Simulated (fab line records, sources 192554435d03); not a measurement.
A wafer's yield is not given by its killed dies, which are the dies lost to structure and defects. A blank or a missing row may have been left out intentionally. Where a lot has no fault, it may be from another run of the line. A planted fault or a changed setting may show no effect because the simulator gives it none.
Struck lot and sound lot, side by side | flow n5Finfet | 38 steps out of a route of 1938
Sound: these wafers, L493.2, L493.3, L493.5. Struck: wafer L501.6 (L501.3, L501.5, from the same lot, were not struck and are left out); the cause is given at the end.
Per side, at each step with rows, come the tool, then ch with its chambers, and then its first start. Under that, the readings that differ: sound wafers | struck wafers | difference of the means | sigmas: that difference in standard deviations of wafers without a fault.
alike: a reading whose means differ by less than 2 such deviations, as well as words and numbers matching on both sides. not compared: withheld readings; readings where some wafer has no value; bounds like >300 that might hide an equal value; numbers whose values overlap and for which the record gives no deviation.
A row with sigmas, a row that says differs or no value, or rows on one side alone: a step with any of these is where the two part. Numbers that don't overlap but have no deviation are shown without sigmas and don't part them. A reading that every wafer of one side lacks parts them only if that side has two wafers or more.

first, 9 steps without rows for these wafers: N5_BEOL_M3_COAT_68 (time 60 s, resist thk 12 nm); N5_BEOL_M3_COAT_76 (time 60 s, resist thk 5 nm); N5_BEOL_M3_COAT_22 (resist thk 30 nm); N5_BEOL_M3_EBR_24; N5_BEOL_M3_SOFTBAKE_23 (time 60 s); N5_BEOL_M3_EXPOSE_25 (exposes mask V2, defocus 5 nm); N5_BEOL_M3_PEB_26 (peb time 60 s); N5_BEOL_M3_DEVELOP_27 (develop time 30 s); N5_BEOL_M3_DESCUM_33 (chemistry O2, time 7 s).
N5_BEOL_M3_ETCH_77: etches underlayer in N2/H2, target depth 6.5 nm, time 5.2 s.
  sound on rieDiel-06 ch 0,1, day 9 02:02; struck on rieDiel-06 ch 2, day 11 02:31
  alike: chamberPressureMTorr, drypumpMotorCurrentA, etchRfOnTimeS, oesProductAu, rfVppV, showerheadPlenumPTorr, throttleValvePct
  not compared: rfHoursCounterH
then, 27 steps without rows for these wafers: N5_BEOL_M3_ETCH_69 (etches SiARC in CF4, target depth 15.6 nm, time 26 s); N5_BEOL_M3_ALD_98 (deposits SiO2, target thk 2.5 nm, pulse time 1 s, co reactant pulse time 1 s); N5_BEOL_M3_ETCHBACK_99 (etches SiO2 in CHF3, target depth 5 nm, time 10.4 s); N5_BEOL_M3_ETCH_70 (etches SOC in N2/H2, target depth 80 nm, overetch 16 nm, time 120 s); N5_BEOL_M3_STRIP_71 (strips in N2/H2); N5_BEOL_M3_STRIP_78 (strips in N2/H2); N5_BEOL_M3_VIA_ETCH_34 (etches the open film in C4F6/O2, target depth 69.4 nm, time 65.9 s); N5_BEOL_M3_STRIP_83 (strips in C4F6/O2); N5_BEOL_M3_STRIP_36 (strips in N2/H2); N5_BEOL_M3_TRENCH_ETCH_37 (etches SiOC in C4F6/O2, target depth 55.555 nm, time 29.2 s); N5_BEOL_M3_ETCH_41 (etches SiCN in CH3F/O2, target depth 29.9 nm, time 52.5 s); N5_BEOL_M3_STRIP_97 (strips in N2/H2, time 10 s); N5_BEOL_M3_HM_STRIP_39 (strips TiN in peroxide tin strip, target depth 25 nm, time 158 s); N5_BEOL_M3_SRD_40 (time 30 s); N5_BEOL_M3_PRECLEAN_42 (cleans in residue remover, time 60 s); N5_BEOL_M3_SRD_43 (time 30 s); N5_BEOL_M3_DEGAS_44 (time 60 s); N5_BEOL_M3_PRE_CLEAN_45 (time 30 s); N5_BEOL_M3_ALD_84 (deposits TaN, pulse time 2 s, purge time 3 s, co reactant purge time 2 s); N5_BEOL_M3_SURFACE_TREAT_85; N5_BEOL_M3_CVD_47 (deposits Co from CCTBA/H2, target thk 3 nm, time 223.8 s); N5_BEOL_M3_SPUTTER_48 (material Cu, target thk 4.5 nm, time 8.29 s); N5_BEOL_M3_ANNEAL_49 (time 240 s); N5_BEOL_M3_SPUTTER_79 (material Cu, target thk 4.5 nm, time 8.29 s); N5_BEOL_M3_ANNEAL_80 (time 240 s); N5_BEOL_M3_SPUTTER_81 (material Cu, target thk 4.5 nm, time 8.29 s); N5_BEOL_M3_ANNEAL_82 (time 240 s).
-- the record jumps here: 5 days lie between the struck wafers' starts before and after (it left off in module BEOL_M3 and takes up again in module PASSIVATION, whose first step shown is number 1936 of the route) --
N5_PASSIVATION_PROBE_49:
  sound on prober-02, day 14 16:23; struck on prober-02, day 16 09:15
reading                 | sound          | struck | difference | sigmas
defectLimitedYield (%)  | 89.7 91.7 90.5 | 82.7   | -7.9       | -5
killed_at_M0_to_M3      | 25 24 32       | 138    | +111       | +12
killedDies              | 122 98 112     | 204    | +93        | +5
sort_bin_5_function (%) | 5.9 4.9 5.5    | 10.2   | +4.8       | +5
sortNPass               | 1058 1082 1068 | 976    | -93        | -5
sortYieldPct (%)        | 89.7 91.7 90.5 | 82.7   | -7.9       | -5
  alike: killed_at_M4_up, killedAtContacts, killedAtFrontEnd, killedAtOther, killedOnRim, killedOpen, killedShort, sort_bin_6_memory

WHERE THEY PART
Within this record, at N5_PASSIVATION_PROBE_49 only.

WHY: what the simulator had put in
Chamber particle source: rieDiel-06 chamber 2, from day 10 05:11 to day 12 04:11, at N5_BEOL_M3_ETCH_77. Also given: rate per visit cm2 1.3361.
